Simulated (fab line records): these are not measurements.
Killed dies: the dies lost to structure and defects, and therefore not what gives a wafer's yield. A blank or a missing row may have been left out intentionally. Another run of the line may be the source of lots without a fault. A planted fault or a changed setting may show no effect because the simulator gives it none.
Which tool did it?	flow nand harc	36 wafers from 12 lots sampled at 2 of the route's 1159 steps

WHAT EACH GAUGE READ, for each wafer
NHARC_A_CONTACT_OVL_MEAS_43.
lot	measured	on	overlay x nm (nm)
L078	day 16 18:23	overlay-02	-0.2 -0.6 -0.5
L077	day 17 06:41	overlay-01	-0.2 -0.3 -0.3
L079	day 17 04:59	overlay-01	0.6 -0.1 0.4
L082	day 18 08:11	overlay-02	-0.8 0.3 0.2
L084	day 18 23:29	overlay-02	-0.3 0.0 -0.2
L083	day 18 17:41	overlay-01	0.2 0.4 0.1
L088	day 20 00:45	overlay-02	-1.1 -0.7 -1.3
L086	day 20 05:19	overlay-01	2.4 2.0 2.2
L092	day 20 16:41	overlay-01	-1.8 -1.5 -1.6
L094	day 20 23:48	overlay-02	0.5 0.8 0.9
L093	day 21 07:22	overlay-01	-0.6 -0.4 -0.5
L097	day 22 02:13	overlay-02	-0.3 -0.3 -0.7

EACH LOT AND THE TOOL THAT RAN IT (in order: tool; ch and the chambers of the sampled wafers; start)
lot	NHARC_A_WL_FILL_CVD_03
L078	cvd w-01 ch 1, day 15 13:32
L077	cvd w-01 ch 0,1, day 15 16:26
L079	cvd w-01 ch 0,1, day 15 19:44
L082	cvd w-01 ch 0,1, day 17 00:53
L084	cvd w-01 ch 0,1, day 17 08:01
L083	cvd w-01 ch 0,1, day 17 13:43
L088	cvd w-01 ch 1, day 18 17:34
L086	cvd w-02 ch 0,1, day 18 20:07
L092	cvd w-01 ch 0,1, day 19 02:00
L094	cvd w-01 ch 0,1, day 19 09:19
L093	cvd w-02 ch 0, day 19 12:11
L097	cvd w-02 ch 0,1, day 20 23:51
- NHARC_A_WL_FILL_CVD_03: deposits W, target thk 40 nm, time 3302 s.

THE ANSWER, worked out from the rows above alone
Rule: what is usual is taken from the lots themselves. The widest of any qualifying gaps counts: lots, ordered by their means at a reading, are off when they make up no more than a third of the lots, leave a main group of 4 or more, and stand apart from it by 3 or more times the standard deviation of that group's means. The tables above print the reading to a certain number of digits; a main group whose means all agree to those digits is not used. Also off: a lot with no number at a reading for which 4 or more lots have one. All remaining lots with rows at the step are treated as sound.
None of the lots is off at any reading shown; this tells nothing.

WHAT THE SIMULATOR HAD INSERTED
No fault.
